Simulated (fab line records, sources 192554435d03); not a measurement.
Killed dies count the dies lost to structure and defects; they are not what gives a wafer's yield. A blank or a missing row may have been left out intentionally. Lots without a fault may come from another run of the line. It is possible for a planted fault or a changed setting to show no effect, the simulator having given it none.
One fault seen from 2 desks | flow n5 finfet | numbers are kept per desk, each desk with only its own; the story behind them comes last

THE METROLOGY DESK
Means of the sampled wafers that have a number, per lot and without regard to the tool the lot ran on: this is what the gauges read. Marked OUT: a lot whose mean sits more than 4 standard deviations from the usual mean, which makes it out of limits; the brackets give that distance. 7 of its 10 readings are shown, namely those furthest out on some lot.
Columns: A = DIBL_N at N5_BEOL_M4_RC_MEAS_101, usual 36.3 mV/V; B = DIBL_P at N5_BEOL_M4_RC_MEAS_101, usual 36.5 mV/V; C = IOFF_N at N5_BEOL_M4_RC_MEAS_101, usual 0.16 nA/um; D = IOFF_P at N5_BEOL_M4_RC_MEAS_101, usual 0.22 nA/um; E = ION_N at N5_BEOL_M4_RC_MEAS_101, usual 677 uA/um; F = ION_P at N5_BEOL_M4_RC_MEAS_101, usual 466 uA/um; G = VT_N at N5_BEOL_M4_RC_MEAS_101, usual 249 mV
lot  | first seen here | A    | B    | C    | D    | E   | F   | G
L854 | day 8 19:02     | 35.3 | 35.4 | 0.15 | 0.22 | 673 | 470 | 250
L856 | day 9 08:14     | 37.9 | 37.9 | 0.20 | 0.24 | 691 | 464 | 247
L860 | day 10 13:41    | 38.4 | 38.3 | 0.20 | 0.25 | 685 | 468 | 246
L859 | day 10 15:43    | 38.2 | 38.5 | 0.19 | 0.24 | 694 | 465 | 247
L868 | day 12 03:03    | 37.0 | 37.6 | 0.17 | 0.26 | 677 | 472 | 248
L873 | day 12 20:28    | 37.8 | 38.3 | 0.18 | 0.22 | 677 | 466 | 248
L875 | day 13 19:41    | 32.8 | 32.8 | 0.11 | 0.16 | 654 | 455 | 255
L877 | day 14 01:23    | 35.5 | 37.0 | 0.17 | 0.23 | 680 | 468 | 248
L876 | day 14 04:28    | 36.2 | 36.9 | 0.16 | 0.24 | 682 | 470 | 248
This desk's finding: nothing out of limits on any of the 9 lots.

DESK OF THE TOOL OWNER: pvd sputter-03
The tool's own readings at N5_BEOL_M11_SPUTTER_48 (material Cu, target thk 12 nm, time 2 s): means of the sampled wafers that have a number, for each lot that ran on this tool. Marked OUT: a lot whose mean sits more than 4 standard deviations from the usual mean, which makes it out of limits; the brackets give that distance.
Columns: A = bias v at N5_BEOL_M11_SPUTTER_48, usual 60.1 V; B = throttle valve pct at N5_BEOL_M11_SPUTTER_48, usual 30.2 %
lot  | first seen here | A    | B
L856 | day 12 04:50    | 59.7 | 30.9
L860 | day 13 05:34    | 59.9 | 29.9
L859 | day 13 05:55    | 60.2 | 30.0
L875 | day 16 20:22    | 59.9 | 30.2
L877 | day 16 23:23    | 59.8 | 30.4
This desk's finding: nothing out of limits on any of the 5 lots.

BROUGHT TOGETHER
Nothing out of limits was seen by the metrology desk.
The desk of the tool owner found nothing out of limits.

WHAT THE SIMULATOR HAD PUT IN
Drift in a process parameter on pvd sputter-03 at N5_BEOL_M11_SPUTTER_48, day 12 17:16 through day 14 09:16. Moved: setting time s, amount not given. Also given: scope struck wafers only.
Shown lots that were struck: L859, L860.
